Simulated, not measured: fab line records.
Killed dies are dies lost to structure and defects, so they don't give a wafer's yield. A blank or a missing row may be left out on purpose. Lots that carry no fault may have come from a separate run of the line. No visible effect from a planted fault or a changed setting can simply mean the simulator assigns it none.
The same fault as seen by 2 desks ; flow n5Finfet ; what lay behind the numbers comes last; until then each desk has only its own

FROM THE METROLOGY DESK
Lot by lot, what the gauges showed, no matter which tool ran the lot: averages of those sampled wafers that carry a number. The brackets show how far a lot's mean lies from the usual mean; more than 4 standard deviations puts the lot out of limits, marked OUT. 7 of its 15 readings are shown: the first one out of limits and those lying furthest out on some lot.
Columns: A = IOFF_P at N5_BEOL_M4_RC_MEAS_101, usual 0.21 nA/um; B = IOFF_P_85C at N5_BEOL_M4_RC_MEAS_101, usual 3.7 nA/um; C = IOFF_P_LIN at N5_BEOL_M4_RC_MEAS_101, usual 0.101 nA/um; D = IOFF_P_LONG at N5_BEOL_M4_RC_MEAS_101, usual 0.000107 nA/um; E = VT_N_LVT at N5_BEOL_M4_RC_MEAS_101, usual 98 mV; F = VT_P at N5_BEOL_M4_RC_MEAS_101, usual -250 mV; G = VT_P_LONG at N5_BEOL_M4_RC_MEAS_101, usual -276 mV
lot;first seen here;A;B;C;D;E;F;G
L347;day 8 07:23;0.55 (+9.1) OUT;7.9 (+8.0) OUT;0.252 (+11) OUT;0.000211 (+10) OUT;122 (+7.3) OUT;-228 (+6.6) OUT;-255 (+6.8) OUT
L346;day 8 11:33;0.23;3.9;0.108;0.000116;97;-248;-272
L349;day 8 14:43;0.24;4.1;0.113;0.000113;97;-246;-273
L360;day 11 16:40;0.25;4.2;0.114;0.000108;95;-247;-274
L361;day 11 18:43;0.20;3.5;0.090;0.000089;99;-254;-280
L364;day 12 03:55;0.23;4.0;0.111;0.000113;100;-247;-273
L363;day 12 06:17;0.23;3.9;0.105;0.000106;90;-250;-276
L365;day 13 00:05;0.18;3.2;0.088;0.000106;98;-252;-277
L368;day 13 10:06;0.20;3.4;0.093;0.000098;96;-253;-276
L367;day 13 10:11;0.18;3.3;0.088;0.000096;97;-253;-280
Per this desk, out of limits: L347; the first was L347, day 8 07:23 (IOFF_P at N5_BEOL_M4_RC_MEAS_101). Within limits: L346, L349, L360, L361, L364, L363, L365, L368, L367.

AT THE TOOL OWNER'S DESK: aldHk-03
The tool's own readings at N5_HKMG_FIN_ALD_74 (deposits La2O3, target thk 0.5 nm, pulse time 6 s, co reactant pulse time 1 s): means of the sampled wafers that have a number, for each lot that ran on this tool. The brackets show how far a lot's mean lies from the usual mean; more than 4 standard deviations puts the lot out of limits, marked OUT.
Columns: A = heaterPowerW at N5_HKMG_FIN_ALD_74, usual 359 W; B = precursorPulseHeightRel at N5_HKMG_FIN_ALD_74, usual 1.002
lot;first seen here;A;B
L346;day 4 08:10;348;1.004
L347;day 4 10:08;393;1.004
L361;day 8 01:21;351;1.020
L363;day 8 13:59;362;1.004
L364;day 8 17:34;377;1.001
L367;day 9 12:29;351;1.000
L368;day 9 18:50;373;0.995
Result from this desk: across the 7 lots, nothing is out of limits.

PUT TOGETHER
Metrology desk: alarm possible at day 8 07:23 on L347.
The tool owner's desk saw nothing out of limits.
On record at the tool owner's desk: L347, within its limits.
All the named lots went through N5_HKMG_FIN_ALD_74 on aldHk-03.

WHAT THE SIMULATOR HAD INSERTED
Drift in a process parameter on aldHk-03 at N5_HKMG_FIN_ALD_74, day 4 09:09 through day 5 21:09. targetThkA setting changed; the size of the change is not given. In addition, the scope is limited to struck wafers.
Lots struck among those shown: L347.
Delay in hours, fault start to first out-of-limits reading, per desk: metrology desk 94.
